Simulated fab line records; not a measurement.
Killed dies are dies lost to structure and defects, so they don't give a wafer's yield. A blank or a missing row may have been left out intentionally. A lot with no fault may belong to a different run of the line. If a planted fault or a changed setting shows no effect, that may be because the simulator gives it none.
Matching of chambers + flow n5-finfet + N5_BEOL_M2_ETCH_69 on rie-diel-03: 4 sister chambers
The step etches SiARC in CF4, target depth 15.6 nm, time 26 s. 18 wafers are shown with their chamber, then 9 later ones without.

WAFERS PAIRED WITH THEIR CHAMBERS
| wafer  | chamber | showerhead-plenum-p-Torr (Torr) | drypump-motor-current-A (A) | etch-rf-on-time-s (s) |
|--------|---------|---------------------------------|-----------------------------|-----------------------|
| L075.3 | 1       | 2.15                            | 6.5                         | 25.9                  |
| L075.4 | 2       | 2.07                            | 5.7                         | 25.9                  |
| L075.6 | 0       | 2.19                            | 5.5                         | 27.2                  |
| L078.1 | 1       | 2.14                            | 6.6                         | 25.7                  |
| L078.3 | 2       | 2.06                            | 5.8                         | 25.9                  |
| L078.5 | 3       | 2.27                            | 5.3                         | 25.2                  |
| L085.3 | 0       | 2.18                            | 5.5                         | 27.1                  |
| L085.5 | 3       | 2.27                            | 5.3                         | 25.1                  |
| L085.6 | 2       | 2.06                            | 5.7                         | 26.1                  |
| L087.2 | 1       | 2.14                            | 6.5                         | 25.8                  |
| L087.3 | 2       | 2.06                            | 5.7                         | 25.8                  |
| L087.4 | 3       | 2.27                            | 5.3                         | 25.2                  |
| L088.3 | 1       | 2.14                            | 6.6                         | 25.8                  |
| L088.4 | 0       | 2.18                            | 5.5                         | 27.2                  |
| L088.6 | 3       | 2.27                            | 5.3                         | 25.0                  |
| L090.3 | 2       | 2.06                            | 5.8                         | 26.3                  |
| L090.4 | 3       | 2.27                            | 5.3                         | 25.1                  |
| L090.5 | 2       | 2.06                            | 5.8                         | 26.2                  |

SIGNATURES, as means of the wafers listed above
| reading                  | chamber 0 | chamber 1 | chamber 2 | chamber 3 | scatter within a chamber |
|--------------------------|-----------|-----------|-----------|-----------|--------------------------|
| showerhead-plenum-p-Torr | 2.1833    | 2.1425    | 2.0617    | 2.2700    | 0.00401                  |
| drypump-motor-current-A  | 5.500     | 6.550     | 5.750     | 5.300     | 0.0423                   |
| etch-rf-on-time-s        | 27.167    | 25.800    | 26.033    | 25.120    | 0.133                    |
Rule: for a wafer and a chamber, the distance is found by dividing, reading by reading, the gap between the wafer's reading and the chamber's mean by the reading's scatter, squaring, summing and taking the root. The wafer belongs to the nearest chamber; if the next one is less than 2 further off, it can't be placed. The scatter: take each reading less its chamber's mean, square it, sum over the shown wafers, divide by the number of wafers less the number of chambers, and take the root.

WAFERS MISSING THEIR CHAMBER
| wafer  | showerhead-plenum-p-Torr (Torr) | drypump-motor-current-A (A) | etch-rf-on-time-s (s) |
|--------|---------------------------------|-----------------------------|-----------------------|
| L093.1 | 2.06                            | 5.8                         | 26.1                  |
| L093.2 | 2.18                            | 5.5                         | 27.3                  |
| L093.3 | 2.13                            | 6.6                         | 25.8                  |
| L095.1 | 2.06                            | 5.8                         | 26.3                  |
| L095.2 | 2.26                            | 5.3                         | 25.2                  |
| L095.3 | 2.13                            | 6.6                         | 26.4                  |
| L097.1 | 2.05                            | 5.8                         | 26.3                  |
| L097.3 | 2.26                            | 5.2                         | 25.3                  |
| L097.6 | 2.13                            | 6.6                         | 26.1                  |

WHICH CHAMBER EACH ONE RAN IN
| wafer  | from the rows above | in truth |
|--------|---------------------|----------|
| L093.1 | 2                   | 2        |
| L093.2 | 0                   | 0        |
| L093.3 | 1                   | 1        |
| L095.1 | 2                   | 2        |
| L095.2 | 3                   | 3        |
| L095.3 | 1                   | 1        |
| L097.1 | 2                   | 2        |
| L097.3 | 3                   | 3        |
| L097.6 | 1                   | 1        |
Correct placement for 9 of the 9. From these rows, 0 cannot be placed. 0 placed wrongly.
